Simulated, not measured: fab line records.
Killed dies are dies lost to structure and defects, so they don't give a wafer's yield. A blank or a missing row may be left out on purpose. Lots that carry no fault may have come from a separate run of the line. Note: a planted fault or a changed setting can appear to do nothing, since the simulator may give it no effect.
Chamber matching | flow n5_finfet | N5_BEOL_M2_DEP_57 on pecvd-01: 3 sister chambers
The step deposits SiCN from 3MS/NH3, target thk 8 nm, time 14 s. 3 wafers are shown with their chamber, then 11 later ones without.

== WAFERS PAIRED WITH THEIR CHAMBERS ==
wafer  | chamber | throttle_valve_pct (%)
L092.1 | 0       | 8.7
L092.3 | 1       | 9.2
L091.1 | 2       | 8.9

== WAFERS WITH NO CHAMBER GIVEN ==
wafer  | throttle_valve_pct (%)
L091.4 | 9.0
L091.6 | 8.9
L095.2 | 8.6
L095.3 | 9.2
L095.6 | 9.3
L096.1 | 8.7
L096.2 | 8.9
L096.5 | 9.1
L097.1 | 9.1
L097.4 | 8.8
L097.6 | 9.3

== THE CHAMBER EACH PASSED THROUGH ==
wafer  | from the rows above     | in truth
L091.4 | can't be placed: 2 or 1 | 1
L091.6 | 2                       | 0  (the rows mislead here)
L095.2 | 0                       | 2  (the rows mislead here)
L095.3 | 1                       | 1
L095.6 | 1                       | 1
L096.1 | 0                       | 0
L096.2 | 2                       | 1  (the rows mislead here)
L096.5 | can't be placed: 1 or 2 | 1
L097.1 | can't be placed: 1 or 2 | 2
L097.4 | can't be placed: 2 or 0 | 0
L097.6 | 1                       | 1
Correct placement for 4 of the 11. Cannot be placed on the basis of these rows: 4; the candidates contain the true chamber in 4. Placed wrongly: 3.
How it was worked out, from the rows above alone: a wafer's distance from a chamber is the root of the sum, over the readings, of the square of ((its reading less the chamber's mean) divided by the reading's scatter). If the next closest chamber is less than 2 further off than the closest, the wafer can't be placed; otherwise it belongs to the closest. A chamber's mean is the mean of its shown wafers. The scatter: root of mean squared gap, hidden wafer to nearest shown wafer, with one shown wafer a chamber.
